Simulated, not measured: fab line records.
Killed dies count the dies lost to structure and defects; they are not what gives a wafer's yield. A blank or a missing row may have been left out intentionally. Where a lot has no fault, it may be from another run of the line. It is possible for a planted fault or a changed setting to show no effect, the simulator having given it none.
fab line records + flow nandHarc
record
- lots=6
- wafers=18
- lastDay=33
route steps=1302 shown A_M0@1140 END@1302
lots with no fault: from the same line, run without faults
startH: hours from the record's opening day to when the first of the lot's shown wafers began + waitH: time in hours since the lot's previous step + " identical to the entry in the row above + L1.1+2: one row covering several wafers at once + - no value, or no start was given + * or withheld: withheld + < > ~ a bound
route shown NAME@n: names a module that has steps shown in the file, with the first one's number in the route + usual: mean/standard deviation taken from wafers without a fault + same: alike in all rows + chamber/n: place in a boat + sites: each site's reading + _std_site: the values' standard deviation + _edge_site: mean of outer sites minus mean of inner sites + radiusMm: how far each site lies from the wafer's centre + mask NAME#n: copy n + behind: the last tool/chamber to shape the wafer + hold: the reason the lot was held/the length of the hold in hours/how it ended + device: transistor that didn't switch, given as n, p or np + end of line: the route-end tests of the same wafers + a step without rows: its recipe alone + killed: not the wafer's yield, but the dies lost to structure and defects at the first sort + map: per-die view of a wafer (x killed, . not killed, _ where there is no die)
set.NAME: the run value of the setting; set.NAME@STEP: its run value at that earlier step + model.NAME: the simulator's own value behind a step, which no gauge read
lots seen at some steps along the route; tables by step, rows by wafer
services: when a tool's chamber went out of use (startH, in hours from the record's first day, below 0 if earlier), for how many hours, and the reason
## steps
# step NHARC_A_M0_COAT_33
# recipe
- tempC=200
- timeS=65
# step NHARC_A_M0_COAT_03
# recipe
- spinRpm=1500
- resistThkNm=90
# step NHARC_A_M0_SOFTBAKE_04
# recipe
- tempC=105
- timeS=55
# step NHARC_A_M0_EBR_05
# step NHARC_A_M0_EXPOSE_06
# recipe
- na=1.35
- targetCdNm=80
- doseMj=83.25
- maskId=A_M0
# step NHARC_A_M0_PEB_07
# recipe
- pebTempC=100
- pebTimeS=65
# step NHARC_A_M0_DEVELOP_08
# recipe
- developTimeS=35
- devTempC=23
# step NHARC_A_M0_CD_MEAS_09
# recipe
- targetCdNm=80
- landingEnergyEv=500
# usual
- cdNm=80.0/0.73
| lot.wafer | tool     | chamber | startH | waitH | cdNm |
|-----------|----------|---------|--------|-------|------|
| L677.1    | cdSem-02 | 0       | 518.89 | -     | 79.7 |
| L677.3    | "        | 0       | "      | "     | 79.1 |
| L677.4    | "        | 0       | "      | "     | 79.9 |
| L680.3    | cdSem-01 | 0       | 538.39 | -     | 79.6 |
| L680.4    | "        | 0       | "      | "     | 79.2 |
| L680.6    | "        | 0       | "      | "     | 79.0 |
| L692.2    | cdSem-01 | 0       | 666.89 | -     | 79.5 |
| L692.3    | "        | 0       | "      | "     | 79.3 |
| L692.6    | "        | 0       | "      | "     | 79.5 |
| L691.2    | cdSem-03 | 0       | 677.55 | -     | 80.0 |
| L691.3    | "        | 0       | "      | "     | 79.1 |
| L691.4    | "        | 0       | "      | "     | 79.6 |
| L696.1    | cdSem-03 | 0       | 703.99 | -     | 80.2 |
| L696.2    | "        | 0       | "      | "     | 80.3 |
| L696.4    | "        | 0       | "      | "     | 79.6 |
| L700.2    | cdSem-01 | 0       | 746.51 | -     | 80.0 |
| L700.4    | "        | 0       | "      | "     | 80.3 |
| L700.5    | "        | 0       | "      | "     | 80.8 |
# step NHARC_A_M0_OVL_MEAS_10
# recipe
- pitchNm=160
# usual
- overlayXNm=-0.1/0.8
- overlayYNm=0.2/0.76
| lot.wafer | tool       | chamber | startH | waitH | overlayXNm | overlayYNm |
|-----------|------------|---------|--------|-------|------------|------------|
| L677.1    | overlay-01 | -       | 518.97 | -     | 0.0        | -1.0       |
| L677.3    | "          | -       | "      | "     | -0.2       | -0.8       |
| L677.4    | "          | -       | "      | "     | 0.0        | -0.5       |
| L680.3    | overlay-02 | -       | 538.47 | -     | -2.5       | 1.0        |
| L680.4    | "          | -       | "      | "     | -2.3       | 0.4        |
| L680.6    | "          | -       | "      | "     | -2.2       | 0.6        |
| L692.2    | overlay-01 | -       | 666.98 | -     | 0.1        | 1.4        |
| L692.3    | "          | -       | "      | "     | 0.0        | 1.3        |
| L692.6    | "          | -       | "      | "     | 0.4        | 1.3        |
| L691.2    | overlay-01 | -       | 677.64 | -     | 0.6        | 0.9        |
| L691.3    | "          | -       | "      | "     | 0.4        | 0.6        |
| L691.4    | "          | -       | "      | "     | 1.5        | 0.7        |
| L696.1    | overlay-01 | -       | 704.08 | -     | -0.4       | -1.1       |
| L696.2    | "          | -       | "      | "     | -0.7       | -0.7       |
| L696.4    | "          | -       | "      | "     | -0.3       | -1.1       |
| L700.2    | overlay-02 | -       | 746.59 | -     | 0.2        | 0.6        |
| L700.4    | "          | -       | "      | "     | -0.7       | 0.4        |
| L700.5    | "          | -       | "      | "     | 0.4        | 0.7        |
# step NHARC_A_M0_INSPECT_11
# usual
- rawDefectCount=85/43
| lot.wafer | tool             | chamber | startH | waitH | rawDefectCount |
|-----------|------------------|---------|--------|-------|----------------|
| L677.1    | defectInspect-01 | -       | 519.02 | 0.0   | 147            |
| L677.3    | "                | -       | "      | "     | 156            |
| L677.4    | "                | -       | "      | "     | 163            |
| L680.3    | defectInspect-01 | -       | 538.51 | 0.0   | 115            |
| L680.4    | "                | -       | "      | "     | 127            |
| L680.6    | "                | -       | "      | "     | 114            |
| L692.2    | defectInspect-02 | -       | 667.02 | 0.0   | 137            |
| L692.3    | "                | -       | "      | "     | 131            |
| L692.6    | "                | -       | "      | "     | 163            |
| L691.2    | defectInspect-02 | -       | 677.67 | 0.0   | 149            |
| L691.3    | "                | -       | "      | "     | 107            |
| L691.4    | "                | -       | "      | "     | 130            |
| L696.1    | defectInspect-01 | -       | 704.11 | 0.0   | 131            |
| L696.2    | "                | -       | "      | "     | 114            |
| L696.4    | "                | -       | "      | "     | 129            |
| L700.2    | defectInspect-01 | -       | 746.63 | 0.0   | 87             |
| L700.4    | "                | -       | "      | "     | 100            |
| L700.5    | "                | -       | "      | "     | 85             |
# step NHARC_A_M0_DESCUM_14
# recipe
- timeS=3
- o2FlowSccm=200
- arFlowSccm=0
- biasPowerW=0
- chemistry=O2
# usual
- drypumpMotorCurrentA=5.9/0.47
- o2FlowSccm=200.0/0.6
- oesProductAu=0.995/0.01
- rfVppV=57.7/0.92
- showerheadPlenumPTorr=1.91/0.083
- throttleValvePct=11.312/0.0085
| lot.wafer | tool       | chamber | startH | waitH | drypumpMotorCurrentA | o2FlowSccm | oesProductAu | rfHoursCounterH | rfVppV | showerheadPlenumPTorr | throttleValvePct |
|-----------|------------|---------|--------|-------|----------------------|------------|--------------|-----------------|--------|-----------------------|------------------|
| L677.4    | rieDiel-11 | 2       | 519.08 | 0.1   | 5.7                  | 200.4      | 0.993        | 4.7             | 59.0   | 1.96                  | 11.310           |
| L677.3    | "          | 3       | "      | "     | 6.4                  | 200.7      | 0.997        | 4.7             | 56.5   | 1.88                  | 11.302           |
| L677.1    | "          | 0       | "      | "     | 5.7                  | 201.2      | 0.999        | 4.5             | 59.7   | 1.84                  | 11.318           |
| L680.3    | rieDiel-07 | 1       | 538.60 | 0.1   | 5.8                  | 200.7      | 1.013        | -               | 56.8   | 1.82                  | 11.311           |
| L680.4    | "          | 2       | "      | "     | 6.5                  | 200.8      | 1.003        | -               | 57.1   | 1.94                  | 11.314           |
| L680.6    | "          | 1       | "      | "     | 5.8                  | 201.1      | 1.011        | -               | 59.3   | 1.82                  | 11.308           |
| L692.3    | rieDiel-07 | 0       | 667.09 | 0.1   | 6.0                  | 199.4      | 0.999        | 1.0             | 56.6   | 1.82                  | 11.320           |
| L692.2    | "          | 1       | "      | "     | 5.8                  | 200.5      | 1.013        | 0.8             | 57.7   | 1.81                  | 11.318           |
| L692.6    | "          | 0       | "      | "     | 6.0                  | 199.4      | 0.999        | -               | 57.3   | 1.82                  | 11.313           |
| L691.4    | rieDiel-11 | 0       | 677.73 | 0.1   | 5.6                  | 199.7      | 1.014        | 2.9             | 57.2   | 1.84                  | 11.328           |
| L691.3    | "          | 2       | "      | "     | 5.7                  | 199.5      | 0.999        | 2.6             | 58.5   | 1.96                  | 11.320           |
| L691.2    | "          | 3       | "      | "     | 6.4                  | 199.0      | 0.996        | 2.9             | 57.8   | 1.88                  | 11.313           |
| L696.2    | rieDiel-07 | 2       | 704.18 | 0.1   | 6.5                  | 199.6      | 1.007        | 3.0             | 57.5   | 1.94                  | 11.300           |
| L696.4    | "          | 3       | "      | "     | 6.3                  | 199.8      | 1.010        | 2.7             | 57.5   | 1.80                  | 11.327           |
| L696.1    | "          | 1       | "      | "     | 5.8                  | 200.1      | 1.005        | 2.1             | 56.6   | 1.81                  | 11.327           |
| L700.4    | rieDiel-04 | 1       | 746.71 | 0.1   | 5.0                  | 199.8      | 0.989        | 1.4             | 58.2   | 1.86                  | 11.309           |
| L700.2    | "          | 2       | "      | "     | 6.5                  | 201.2      | 1.010        | 1.0             | 58.0   | 1.90                  | 11.312           |
| L700.5    | "          | 0       | "      | "     | 6.1                  | 200.6      | 0.999        | -               | 57.1   | 2.03                  | 11.313           |
# step NHARC_A_M0_ETCH_34
# recipe
- targetDepthA=400
- overetchA=120
- timeS=43.94
- ionEnergyEv=200
- n2FlowSccm=150
- h2FlowSccm=150
- arFlowSccm=0
- rfW=400
- biasW=150
- chemistry=N2/H2
# usual
- biasW=150.0/0.42
- chamberPressureMTorr=30.002/0.027
- drypumpMotorCurrentA=5.9/0.5
- oesProductAu=0.997/0.01
- rfVppV=430.4/2.6
- showerheadPlenumPTorr=2.03/0.089
- throttleValvePct=14.171/0.0099
| lot.wafer | tool       | chamber | startH | waitH | biasW | chamberPressureMTorr | drypumpMotorCurrentA | oesProductAu | rfHoursCounterH | rfVppV | showerheadPlenumPTorr | throttleValvePct |
|-----------|------------|---------|--------|-------|-------|----------------------|----------------------|--------------|-----------------|--------|-----------------------|------------------|
| L677.4    | rieDiel-11 | 1       | 519.16 | 0.1   | 150.6 | 29.960               | 5.2                  | 0.984        | 4.5             | 432.3  | 2.09                  | 14.169           |
| L677.1    | "          | 2       | "      | "     | 150.1 | 30.000               | 5.7                  | 0.990        | 4.7             | 432.3  | 2.10                  | 14.172           |
| L677.3    | "          | 0       | "      | "     | 150.4 | 30.002               | 5.7                  | 1.003        | 4.5             | 429.2  | 1.96                  | 14.176           |
| L680.4    | rieDiel-07 | 2       | 538.73 | 0.1   | 151.1 | 29.963               | 6.5                  | 1.006        | -               | 432.0  | 2.07                  | 14.165           |
| L680.3    | "          | 1       | "      | "     | 150.0 | 29.980               | 5.7                  | 1.004        | -               | 429.0  | 1.93                  | 14.174           |
| L680.6    | "          | 2       | "      | "     | 149.8 | 30.007               | 6.5                  | 1.011        | -               | 431.6  | 2.07                  | 14.182           |
| L692.3    | rieDiel-07 | 0       | 667.19 | 0.1   | 149.6 | 30.031               | 6.0                  | 0.991        | 1.0             | 426.7  | 1.94                  | 14.170           |
| L692.2    | "          | 1       | "      | "     | 150.6 | 30.053               | 5.8                  | 1.007        | 0.8             | 425.6  | 1.93                  | 14.179           |
| L692.6    | "          | 2       | "      | "     | 150.2 | 29.979               | 6.5                  | 0.993        | -               | 430.9  | 2.07                  | 14.165           |
| L691.4    | rieDiel-11 | 1       | 677.82 | 0.1   | 149.6 | 30.011               | 5.2                  | 0.993        | 2.6             | 430.6  | 2.09                  | 14.172           |
| L691.3    | "          | 3       | "      | "     | 149.9 | 30.035               | 6.5                  | 0.996        | 2.9             | 429.6  | 2.00                  | 14.179           |
| L691.2    | "          | 0       | "      | "     | 149.2 | 29.950               | 5.7                  | 1.007        | 2.9             | 428.4  | 1.95                  | 14.164           |
| L696.1    | rieDiel-07 | 0       | 704.27 | 0.1   | 149.6 | 30.007               | 6.0                  | 0.997        | 3.4             | 428.2  | 1.94                  | 14.167           |
| L696.2    | "          | 1       | "      | "     | 149.8 | 29.981               | 5.7                  | 1.009        | 2.1             | 428.3  | 1.93                  | 14.165           |
| L696.4    | "          | 1       | "      | "     | 149.4 | 30.033               | 5.8                  | 1.012        | -               | 428.7  | 1.93                  | 14.159           |
| L700.2    | rieDiel-04 | 2       | 746.78 | 0.1   | 149.7 | 30.044               | 6.5                  | 0.991        | 1.0             | 429.4  | 2.03                  | 14.164           |
| L700.4    | "          | 3       | "      | "     | 149.6 | 29.996               | 6.1                  | 0.995        | 1.1             | 434.6  | 2.19                  | 14.184           |
| L700.5    | "          | 2       | "      | "     | 149.3 | 30.024               | 6.5                  | 1.002        | -               | 431.3  | 2.03                  | 14.181           |
# step NHARC_A_M0_ETCH_15
# recipe
- targetDepthA=1500
- overetchA=150
- timeS=82.5
- c4f8FlowSccm=withheld
- arFlowSccm=400
- rfW=600
- biasW=300
- chemistry=C4F8/Ar
# usual
- biasW=300.0/0.85
- chamberPressureMTorr=25.00/0.034
- oesProductAu=0.945/0.023
- rfVppV=440.7/2.6
| lot.wafer | tool       | chamber | startH | waitH | biasW | chamberPressureMTorr | oesProductAu | rfHoursCounterH | rfVppV |
|-----------|------------|---------|--------|-------|-------|----------------------|--------------|-----------------|--------|
| L677.3    | rieDiel-11 | 2       | 519.26 | -     | 299.6 | 24.98                | 0.913        | 4.7             | 442.6  |
| L677.4    | "          | 3       | "      | "     | 299.3 | 25.01                | 0.917        | 4.7             | 438.3  |
| L677.1    | "          | 0       | "      | "     | 300.7 | 24.99                | 0.924        | 4.5             | 437.5  |
| L680.3    | rieDiel-07 | 2       | 538.85 | 0.1   | 300.7 | 25.01                | 0.956        | -               | 440.7  |
| L680.4    | "          | 1       | "      | "     | 299.5 | 25.01                | 0.952        | -               | 438.8  |
| L680.6    | "          | 2       | "      | "     | 300.9 | 24.98                | 0.954        | -               | 441.7  |
| L692.2    | rieDiel-07 | 0       | 667.28 | -     | -     | -                    | -            | -               | -      |
| L692.3    | "          | 1       | "      | "     | -     | -                    | -            | -               | -      |
| L692.6    | "          | 0       | "      | "     | -     | -                    | -            | -               | -      |
| L691.3    | rieDiel-11 | 3       | 677.90 | -     | -     | -                    | -            | -               | -      |
| L691.4    | "          | 1       | "      | "     | -     | -                    | -            | -               | -      |
| L691.2    | "          | 2       | "      | "     | -     | -                    | -            | -               | -      |
| L696.1    | rieDiel-07 | 3       | 704.36 | -     | 299.8 | 25.02                | 0.969        | 2.7             | 437.3  |
| L696.2    | "          | 0       | "      | "     | 300.2 | 25.00                | 0.966        | 3.4             | 438.1  |
| L696.4    | "          | 0       | "      | "     | 299.5 | 25.02                | 0.966        | -               | 438.3  |
| L700.4    | rieDiel-04 | 2       | 746.86 | -     | 300.4 | 25.00                | 0.951        | 1.0             | 440.3  |
| L700.2    | "          | 1       | "      | "     | 299.1 | 24.99                | 0.937        | 1.4             | 440.2  |
| L700.5    | "          | 2       | "      | "     | 300.5 | 24.99                | 0.957        | -               | 441.7  |
# step NHARC_A_M0_CD_MEAS_16
# usual
- cdNm=79.7/0.89
| lot.wafer | tool     | chamber | startH | waitH | cdNm |
|-----------|----------|---------|--------|-------|------|
| L677.1    | cdSem-02 | -       | 519.37 | -     | 79.9 |
| L677.3    | "        | -       | "      | "     | 79.1 |
| L677.4    | "        | -       | "      | "     | 79.7 |
| L680.3    | cdSem-01 | -       | 539.00 | 0.1   | 79.2 |
| L680.4    | "        | -       | "      | "     | 80.3 |
| L680.6    | "        | -       | "      | "     | 78.7 |
| L692.2    | cdSem-01 | -       | 667.42 | -     | 79.3 |
| L692.3    | "        | -       | "      | "     | 78.9 |
| L692.6    | "        | -       | "      | "     | 79.9 |
| L691.2    | cdSem-03 | -       | 678.03 | -     | 79.8 |
| L691.3    | "        | -       | "      | "     | 78.8 |
| L691.4    | "        | -       | "      | "     | 80.5 |
| L696.1    | cdSem-01 | -       | 704.50 | -     | 79.1 |
| L696.2    | "        | -       | "      | "     | 80.8 |
| L696.4    | "        | -       | "      | "     | 79.7 |
| L700.2    | cdSem-03 | -       | 746.99 | -     | 79.4 |
| L700.4    | "        | -       | "      | "     | 79.9 |
| L700.5    | "        | -       | "      | "     | 81.5 |
# step NHARC_END_SORT_01
# recipe
- tempC=25
# usual
- defectLimitedYield=91/3.2
- killedAtArray=55/22
- killedAtOther=1.1/1.4
- killedAtPeriphery=4/3.2
- killedDies=59/22
- killedOpen=3.3/1.8
- killedShort=2.5/1.5
# same
- grossDies=677
| lot.wafer | tool      | chamber | startH | waitH | defectLimitedYield[%] | killedAtArray | killedAtOther | killedAtPeriphery | killedDies | killedOpen | killedShort |
|-----------|-----------|---------|--------|-------|-----------------------|---------------|---------------|-------------------|------------|------------|-------------|
| L692.2    | prober-02 | 0       | 713.60 | 2.8   | 0                     | 670           | 0             | 7                 | 677        | 2          | 4           |
| L692.3    | prober-02 | 0       | 714.39 | 3.1   | 0                     | 675           | 1             | 1                 | 677        | 0          | 1           |
| L692.6    | prober-02 | 0       | 716.79 | 4.0   | 0                     | 671           | 0             | 6                 | 677        | 1          | 1           |
| L691.2    | prober-01 | 0       | 717.65 | 2.8   | 0                     | 672           | 5             | 0                 | 677        | 3          | 0           |
| L691.3    | prober-01 | 0       | 718.45 | 3.1   | 0                     | 671           | 3             | 3                 | 677        | 2          | 2           |
| L691.4    | prober-01 | 0       | 719.25 | 3.4   | 0                     | 669           | 5             | 3                 | 677        | 4          | 3           |
| L696.1    | prober-02 | 0       | 743.25 | 2.5   | 88                    | 78            | 0             | 0                 | 78         | 3          | 1           |
| L696.2    | prober-02 | 0       | 744.04 | 2.8   | 89                    | 70            | 2             | 2                 | 74         | 3          | 2           |
| L696.4    | prober-02 | 0       | 745.64 | 3.4   | 88                    | 79            | 0             | 2                 | 81         | 2          | 1           |
# killed by level:class
L692.2 A_M0:areaEtch=594 A_SLIT:chamberFilmFlake=28 A_CHANNEL_HOLE_D2:chamberFilmFlake=23 A_CHANNEL_HOLE_D1:chamberFilmFlake=15 P_GATE:chamberFilmFlake=4 A_CONTACT:chamberFilmFlake=3 A_STAIRCASE:chamberFilmFlake=2 P_GATE:geometricParticle:open=1
L692.3 A_M0:areaEtch=600 A_SLIT:chamberFilmFlake=29 A_CHANNEL_HOLE_D2:chamberFilmFlake=25 A_CHANNEL_HOLE_D1:chamberFilmFlake=12 A_CONTACT:chamberFilmFlake=5 A_CHANNEL_FILL_D1:chamberFilmFlake=2 P_GATE:chamberFilmFlake=1 STARTING-WAFER:geometricParticle:short=1
L692.6 A_M0:areaEtch=615 A_SLIT:chamberFilmFlake=25 A_CHANNEL_HOLE_D2:chamberFilmFlake=13 A_CHANNEL_HOLE_D1:chamberFilmFlake=11 P_GATE:chamberFilmFlake=5 A_CONTACT:chamberFilmFlake=2 A_DECK1_JOINT:geometricParticle:open=1 A_CHANNEL_FILL_D2:geometricParticle:short=1
L691.2 A_M0:areaEtch=604 A_SLIT:chamberFilmFlake=41 A_CHANNEL_HOLE_D1:chamberFilmFlake=12 A_CONTACT:chamberFilmFlake=6 THIN_TSV:chamberFilmFlake=5 A_STAIRCASE:chamberFilmFlake=3 A_CHANNEL_FILL_D2:chamberFilmFlake=2 A_DECK1_JOINT:geometricParticle:open=1
L691.3 A_M0:areaEtch=613 A_SLIT:chamberFilmFlake=29 A_CHANNEL_HOLE_D1:chamberFilmFlake=14 A_CONTACT:chamberFilmFlake=5 A_STAIRCASE:chamberFilmFlake=4 THIN_TSV:chamberFilmFlake=3 P_STI:geometricParticle:short=1 A_ONON_D1:geometricParticle:open=1
L691.4 A_M0:areaEtch=600 A_SLIT:chamberFilmFlake=32 A_CHANNEL_HOLE_D1:chamberFilmFlake=16 A_CONTACT:chamberFilmFlake=11 THIN_TSV:chamberFilmFlake=5 A_SGD_CUT:chamberFilmFlake=3 A_CHANNEL_FILL_D2:geometricParticle:open=2 A_STAIRCASE:chamberFilmFlake=2
L696.1 A_SLIT:chamberFilmFlake=33 A_CHANNEL_HOLE_D2:chamberFilmFlake=26 A_CHANNEL_HOLE_D1:chamberFilmFlake=8 A_CONTACT:chamberFilmFlake=4 A_DECK1_JOINT:chamberFilmFlake=2 A_ONON_D1:geometricParticle:open=1 A_CHANNEL_FILL_D2:geometricParticle:open=1 A_BLC:geometricParticle:short=1
L696.2 A_SLIT:chamberFilmFlake=34 A_CHANNEL_HOLE_D2:chamberFilmFlake=14 A_CHANNEL_HOLE_D1:chamberFilmFlake=10 A_DECK1_JOINT:chamberFilmFlake=3 A_CONTACT:chamberFilmFlake=3 THIN_TSV:chamberFilmFlake=2 P_CONTACT:geometricParticle:open=1 A_CHANNEL_HOLE_D1:geometricParticle:short=1
L696.4 A_CHANNEL_HOLE_D2:chamberFilmFlake=34 A_SLIT:chamberFilmFlake=29 A_CHANNEL_HOLE_D1:chamberFilmFlake=9 A_WL_FILL:chamberFilmFlake=2 P_CONTACT:geometricParticle:open=1 A_DECK1_JOINT:geometricParticle:short=1 A_SGD_CUT:geometricParticle:open=1 P_STI:chamberFilmFlake=1
# map L691.2 (x killed, . not)
____________x____________
_________xxxxxxx_________
_______xxxxxxxxxxx_______
______xxxxxxxxxxxxx______
_____xxxxxxxxxxxxxxx_____
____xxxxxxxxxxxxxxxxx____
____xxxxxxxxxxxxxxxxx____
___xxxxxxxxxxxxxxxxxxx___
___xxxxxxxxxxxxxxxxxxx___
__xxxxxxxxxxxxxxxxxxxxx__
__xxxxxxxxxxxxxxxxxxxxx__
_xxxxxxxxxxxxxxxxxxxxxxx_
_xxxxxxxxxxxxxxxxxxxxxxx_
_xxxxxxxxxxxxxxxxxxxxxxx_
_xxxxxxxxxxxxxxxxxxxxxxx_
_xxxxxxxxxxxxxxxxxxxxxxx_
xxxxxxxxxxxxxxxxxxxxxxxxx
xxxxxxxxxxxxxxxxxxxxxxxxx
xxxxxxxxxxxxxxxxxxxxxxxxx
xxxxxxxxxxxxxxxxxxxxxxxxx
xxxxxxxxxxxxxxxxxxxxxxxxx
_xxxxxxxxxxxxxxxxxxxxxxx_
_xxxxxxxxxxxxxxxxxxxxxxx_
_xxxxxxxxxxxxxxxxxxxxxxx_
_xxxxxxxxxxxxxxxxxxxxxxx_
_xxxxxxxxxxxxxxxxxxxxxxx_
__xxxxxxxxxxxxxxxxxxxxx__
__xxxxxxxxxxxxxxxxxxxxx__
___xxxxxxxxxxxxxxxxxxx___
___xxxxxxxxxxxxxxxxxxx___
____xxxxxxxxxxxxxxxxx____
____xxxxxxxxxxxxxxxxx____
_____xxxxxxxxxxxxxxx_____
______xxxxxxxxxxxxx______
_______xxxxxxxxxxx_______
_________xxxxxxx_________
____________x____________
# map L692.2 (x killed, . not)
____________x____________
_________xxxxxxx_________
_______xxxxxxxxxxx_______
______xxxxxxxxxxxxx______
_____xxxxxxxxxxxxxxx_____
____xxxxxxxxxxxxxxxxx____
____xxxxxxxxxxxxxxxxx____
___xxxxxxxxxxxxxxxxxxx___
___xxxxxxxxxxxxxxxxxxx___
__xxxxxxxxxxxxxxxxxxxxx__
__xxxxxxxxxxxxxxxxxxxxx__
_xxxxxxxxxxxxxxxxxxxxxxx_
_xxxxxxxxxxxxxxxxxxxxxxx_
_xxxxxxxxxxxxxxxxxxxxxxx_
_xxxxxxxxxxxxxxxxxxxxxxx_
_xxxxxxxxxxxxxxxxxxxxxxx_
xxxxxxxxxxxxxxxxxxxxxxxxx
xxxxxxxxxxxxxxxxxxxxxxxxx
xxxxxxxxxxxxxxxxxxxxxxxxx
xxxxxxxxxxxxxxxxxxxxxxxxx
xxxxxxxxxxxxxxxxxxxxxxxxx
_xxxxxxxxxxxxxxxxxxxxxxx_
_xxxxxxxxxxxxxxxxxxxxxxx_
_xxxxxxxxxxxxxxxxxxxxxxx_
_xxxxxxxxxxxxxxxxxxxxxxx_
_xxxxxxxxxxxxxxxxxxxxxxx_
__xxxxxxxxxxxxxxxxxxxxx__
__xxxxxxxxxxxxxxxxxxxxx__
___xxxxxxxxxxxxxxxxxxx___
___xxxxxxxxxxxxxxxxxxx___
____xxxxxxxxxxxxxxxxx____
____xxxxxxxxxxxxxxxxx____
_____xxxxxxxxxxxxxxx_____
______xxxxxxxxxxxxx______
_______xxxxxxxxxxx_______
_________xxxxxxx_________
____________x____________
## services
| tool       | chamber | startH | hours | kind   |
|------------|---------|--------|-------|--------|
| rieDiel-07 | 0       | 504.75 | -     | clean  |
| rieDiel-07 | 1       | 504.75 | -     | clean  |
| rieDiel-07 | 2       | 504.75 | -     | clean  |
| rieDiel-07 | 3       | 504.75 | -     | clean  |
| rieDiel-07 | 3       | 506.26 | 65.0  | repair |
| rieDiel-07 | 0       | 529.25 | -     | clean  |
| rieDiel-04 | -       | 531.90 | 9.0   | pm     |
| rieDiel-07 | 0       | 536.98 | 5.4   | repair |
| rieDiel-07 | 2       | 544.57 | 20.0  | repair |
| rieDiel-07 | -       | 545.19 | 0.6   | repair |
| rieDiel-07 | 0       | 560.46 | 70.7  | repair |
| rieDiel-04 | 0       | 571.88 | 9.3   | repair |
| rieDiel-11 | 3       | 608.05 | 9.4   | repair |
| rieDiel-11 | -       | 609.50 | 9.0   | pm     |
| rieDiel-07 | -       | 648.25 | 9.0   | pm     |
| rieDiel-07 | 3       | 666.02 | 16.7  | repair |
| rieDiel-04 | 0       | 669.44 | 8.6   | repair |
| rieDiel-07 | 1       | 688.34 | 10.6  | repair |
| rieDiel-11 | 1       | 698.40 | 25.1  | repair |
| rieDiel-07 | 2       | 704.25 | 4.4   | repair |
| rieDiel-04 | -       | 708.90 | 9.0   | pm     |
| rieDiel-11 | 0       | 716.07 | 15.1  | repair |
| rieDiel-04 | 0       | 740.68 | 4.4   | repair |
| rieDiel-07 | -       | 740.92 | 0.7   | repair |
## key
firstSign
- step=NHARC_A_M0_ETCH_15
- reading=toolRecord
- direction=missing
effect
- step=NHARC_END_SORT_01
- reading=defectLimitedYield
- direction=down
- sigmas=28
- usual=91
- struck=0
moreKillsBornAt
- NHARC_A_M0_ETCH_15@rieDiel-11=1817
- NHARC_A_M0_ETCH_15@rieDiel-07=1809
metAt NHARC_A_M0_ETCH_15
struckWafers L691.2,L691.3,L691.4,L692.2,L692.3,L692.6
laterRowsLeftOut L691.2,L691.3,L691.4,L692.2,L692.3,L692.6
onsetBetween 538.85 667.28
fault
- kind=skippedStepWhole
- tool=rieDiel-07,rieDiel-11
- chamber=-
- onsetH=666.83
- steps=NHARC_A_M0_ETCH_15
- scope=struckLotsOnly
# laterRowsLeftOut: the simulator's readings of these wafers behind a module that went badly wrong aren't trusted and aren't shown, but for the sort
